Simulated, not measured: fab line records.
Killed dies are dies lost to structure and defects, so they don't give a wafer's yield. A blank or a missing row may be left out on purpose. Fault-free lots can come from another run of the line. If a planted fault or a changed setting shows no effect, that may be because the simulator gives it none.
Matching of chambers | flow nand harc | NHARC_A_CHANNEL_FILL_D1_ALD_14 on ald hk-03: 4 sister chambers
The step deposits SiO2, target thk 2.5 nm, pulse time 10 s, ald cycles 25. 8 wafers are shown with their chamber, then 7 later ones without.

## WAFERS WITH THEIR CHAMBER
wafer  | chamber | heater power w (W) | precursor pulse height rel
L079.2 | 1       | 493                | 1.001
L081.4 | 1       | 491                | 0.984
L081.6 | 2       | 523                | 1.018
L083.1 | 3       | 494                | 1.005
L083.2 | 0       | 414                | 0.976
L083.3 | 2       | 497                | 0.975
L086.2 | 0       | 413                | 1.038
L086.3 | 3       | 492                | 0.971

## WAFERS WITHOUT THEIR CHAMBER
wafer  | heater power w (W) | precursor pulse height rel
L086.5 | 489                | 0.978
L091.2 | 510                | 0.996
L091.4 | 426                | 0.974
L091.5 | 499                | 0.984
L097.3 | 480                | 0.978
L097.5 | 496                | 0.979
L097.6 | 557                | 0.983

## EACH ONE'S CHAMBER
wafer  | from the rows above          | in truth
L086.5 | can't be placed: 3 or 1 or 2 | 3
L091.2 | can't be placed: 2 or 3 or 1 | 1
L091.4 | 0                            | 0
L091.5 | can't be placed: 3 or 1 or 2 | 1
L097.3 | can't be placed: 1 or 3 or 2 | 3
L097.5 | can't be placed: 3 or 1 or 2 | 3
L097.6 | can't be placed: 2 or 3 or 1 | 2
Correctly placed: 1 of 7. Unplaceable from these rows: 6, with the true chamber sitting among the candidates in 6. Placed wrongly: 0.
How it was worked out, from the rows above alone: a wafer's distance from a chamber is the root of the sum, over the readings, of the square of ((its reading less the chamber's mean) divided by the reading's scatter). If the next closest chamber is less than 2 further off than the closest, the wafer can't be placed; otherwise it belongs to the closest. For every chamber, the mean is computed from those of its wafers that are shown. The scatter: take each reading less its chamber's mean, square it, sum over the shown wafers, divide by the number of wafers less the number of chambers, and take the root.
